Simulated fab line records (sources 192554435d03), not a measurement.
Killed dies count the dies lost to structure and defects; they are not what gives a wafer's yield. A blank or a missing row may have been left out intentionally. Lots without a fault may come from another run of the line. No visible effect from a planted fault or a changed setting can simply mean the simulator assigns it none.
Split-lot experiment + flow n5_finfet + 21 wafers read across 7 lots, on a route 1938 steps long

== ON THE SPLIT ==
At N5_MOL_CONTACT_COAG_ETCH_105 (etches SiARC in CF4, target depth 15.6 nm, time 26 s), the setting bias_w was moved away from the recipe's 36 W on 9 of the 21 wafers read, by -15.4% to +17.9%. The other wafers ran this setting at the recipe's value.

The reading is taken at the split's own step.

== THE READING ==
rf_vpp_V, in V, at N5_MOL_CONTACT_COAG_ETCH_105 (etches SiARC in CF4, target depth 15.6 nm, time 26 s). On this fab line, fault-free wafers typically give 184.6 V with a standard deviation of 1.1 V.

| wafer  | tool, chamber at the split | bias_w as run, W | against the recipe | rf_vpp_V, V | against lot-mates on the recipe |
|--------|----------------------------|------------------|--------------------|-------------|---------------------------------|
| L074.1 | rie_diel-05, 1             | 36               | recipe             | 186.0       | -                               |
| L074.4 | rie_diel-05, 0             | 36               | recipe             | 184.8       | -                               |
| L074.5 | rie_diel-05, 1             | 33.04            | -8.2%              | 174.5       | -10.9                           |
| L077.2 | rie_diel-04, 1             | 36               | recipe             | 185.1       | -                               |
| L077.3 | rie_diel-04, 2             | 36               | recipe             | 185.5       | -                               |
| L077.4 | rie_diel-04, 3             | 36               | recipe             | 184.3       | -                               |
| L084.1 | rie_diel-05, 0             | 36               | recipe             | 184.7       | -                               |
| L084.2 | rie_diel-05, 3             | 36               | recipe             | 184.6       | -                               |
| L084.5 | rie_diel-05, 0             | 36               | recipe             | 185.7       | -                               |
| L085.1 | rie_diel-05, 3             | 30.45            | -15.4%             | 165.3       | -20.9                           |
| L085.2 | rie_diel-05, 0             | 36               | recipe             | 186.2       | -                               |
| L085.4 | rie_diel-05, 1             | 30.45            | -15.4%             | 164.9       | -21.3                           |
| L086.1 | rie_diel-04, 1             | 39.71            | +10.3%             | 197.3       | no lot-mate on the recipe       |
| L086.3 | rie_diel-04, 2             | 39.71            | +10.3%             | 195.3       | no lot-mate on the recipe       |
| L086.6 | rie_diel-04, 2             | 39.71            | +10.3%             | 196.4       | no lot-mate on the recipe       |
| L087.1 | rie_diel-05, 3             | 36               | recipe             | 187.1       | -                               |
| L087.2 | rie_diel-05, 1             | 32.97            | -8.4%              | 175.7       | -10.9                           |
| L087.5 | rie_diel-05, 2             | 36               | recipe             | 186.1       | -                               |
| L093.3 | rie_diel-06, 2             | 36               | recipe             | 184.4       | -                               |
| L093.4 | rie_diel-06, 1             | 42.44            | +17.9%             | 204.1       | +19.7                           |
| L093.6 | rie_diel-06, 0             | 42.44            | +17.9%             | 203.3       | +18.9                           |

FIT RESULTS
A straight line over all 21 wafers: rf_vpp_V changes by +1.15 V for each +1% of bias_w; r = +0.99; the points scatter about the line by 1.2 V.
The same after taking each lot's own level away (the mean of its wafers on the recipe; 18 wafers): +1.21 V for each +1%; r = +0.99; scatter 1.1 V.
Per that fit: largest bias_w move, reading shift of 22 V.
Across the lots, their own levels run from 184.40 to 186.60 V, a range of 2.0 times the standard deviation given above.
The two slopes are in agreement: the lot-to-lot level therefore moves the slope only a little.
Check: with one of the wafers moved furthest among these (+17.9%) left out of the fit, the line predicts +21.6 V for it against its lot-mates. It came out at +19.7 V against them.
Tool readings at the split's step, against how far the setting was moved: rf_vpp_V r = +0.99.

== OTHER SPLITS ON THESE WAFERS ==
Note: prior to the reading, these wafers also went through further splits. Each is held against what the fit with the lots' levels taken away leaves over:
| other split on the same wafers        | wafers away from the commonest value | r with rf_vpp_V (lot level and that fit taken away) |
|---------------------------------------|--------------------------------------|-----------------------------------------------------|
| N5_FIN_SAQP_PEB_14 peb_time_s         | 7                                    | +0.03                                               |
| N5_SD_EPI_N_EPI_21 time_s             | 10                                   | +0.45                                               |
| N5_SD_EPI_P_EPI_21 epi_growth_time_s  | 8                                    | +0.29                                               |
| N5_HKMG_FIN_ETCH_55 bias_w            | 8                                    | -0.09                                               |
| N5_HKMG_FIN_EXPOSE_09 dose_mj         | 7                                    | -0.25                                               |
| N5_HKMG_FIN_DEVELOP_11 develop_time_s | 5                                    | -0.14                                               |

== FILE'S OWN FIT ==
rf_vpp_V changes by +1.23 V for each +1% of bias_w, r = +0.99.
